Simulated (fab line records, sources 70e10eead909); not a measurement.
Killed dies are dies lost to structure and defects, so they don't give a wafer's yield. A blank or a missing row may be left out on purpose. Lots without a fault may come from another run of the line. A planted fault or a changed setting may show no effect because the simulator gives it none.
A struck lot beside a sound one | flow nand_harc | 14 steps out of a route of 1159
Sound: wafers L878.1, L878.2, L878.5. Struck: wafers L893.2, L893.6. (L893.5 of the same lot was not struck and is left out.) The cause comes at the end.
At each step with rows: each side's tool, then ch and its chambers, then its first start. Under that, the readings that differ: sound wafers | struck wafers | difference of the means | sigmas: that difference in standard deviations of wafers without a fault.
alike: readings whose means differ by less than 2 such deviations, and words and numbers that are the same on both sides. not compared: withheld readings, readings that some wafer has no value for, bounds like >300 that may hide the same value, and numbers for which the record gives no deviation and whose values overlap.
The two part at a step that has a row with sigmas, a row that says differs or no value, or rows on one side only. Numbers that don't overlap but have no deviation are shown without sigmas and don't part them. A reading that every wafer of one side lacks parts them only if that side has two wafers or more.

first, 7 steps without rows for these wafers: NHARC_P_STI_COAT_41 (time 65 s); NHARC_P_STI_COAT_03 (resist thk 600 nm); NHARC_P_STI_SOFTBAKE_04 (time 70 s); NHARC_P_STI_EBR_05; NHARC_P_STI_EXPOSE_06 (exposes mask P STI, target cd 200 nm); NHARC_P_STI_PEB_07 (peb time 80 s); NHARC_P_STI_DEVELOP_08 (time 50 s).
NHARC_P_STI_CD_MEAS_09: target cd 200 nm.
  sound on cd_sem-03 ch 0, day 3 13:24; struck on cd_sem-01 ch 0, day 7 04:53
  alike: cd_nm
NHARC_P_STI_OVL_MEAS_10:
  sound on overlay-01, day 3 13:29; struck on overlay-01, day 7 04:58
  alike: overlay_x_nm, overlay_y_nm
NHARC_P_STI_INSPECT_11:
  sound on defect_inspect-01, day 3 13:32; struck on defect_inspect-01, day 7 05:00
  alike: raw_defect_count
then, 1 step without rows for these wafers: NHARC_P_STI_HARDBAKE_13 (time 65 s).
NHARC_P_STI_DESCUM_14: chemistry O2, time 3 s.
  sound on rie_diel-08 ch 0,2, day 3 13:40; struck on rie_diel-08 ch 0,2, day 7 05:10
  alike: drypump_motor_current_A, o2_flow_sccm, oes_product_au, rf_vpp_V, showerhead_plenum_p_Torr, throttle_valve_pct
  not compared: rf_hours_counter_h
NHARC_P_STI_ETCH_42: etches the open film in N2/H2, target depth 80 nm, overetch 24 nm, time 61 s.
  sound on rie_diel-08 ch 0,2, day 3 13:45; struck on rie_diel-08 ch 0,2, day 7 05:14
  reading               | sound             | struck      | difference | sigmas
  oes_product_au (a.u.) | 0.994 0.971 0.984 | 0.913 0.903 | -0.075     | -6
  alike: drypump_motor_current_A, rf_vpp_V, showerhead_plenum_p_Torr, throttle_valve_pct
  not compared: rf_hours_counter_h
NHARC_P_STI_ETCH_31: etches the open film in CF4/CHF3, target depth 108.9 nm, time 54.5 s.
  sound on rie_diel-08 ch 1,2,3; struck on rie_diel-08 ch 0,1
  alike: drypump_motor_current_A, oes_product_au, rf_vpp_V, showerhead_plenum_p_Torr, throttle_valve_pct
  not compared: rf_hours_counter_h

WHERE THEY PART
Only at NHARC_P_STI_ETCH_42, within this record. Later steps at which nothing parts them and some readings are alike: NHARC_P_STI_ETCH_31.

WHY: what the simulator had put in
Process parameter drift: rie_diel-08, from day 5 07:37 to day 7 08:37, at NHARC_P_STI_ETCH_42. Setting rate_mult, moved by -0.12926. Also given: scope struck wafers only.
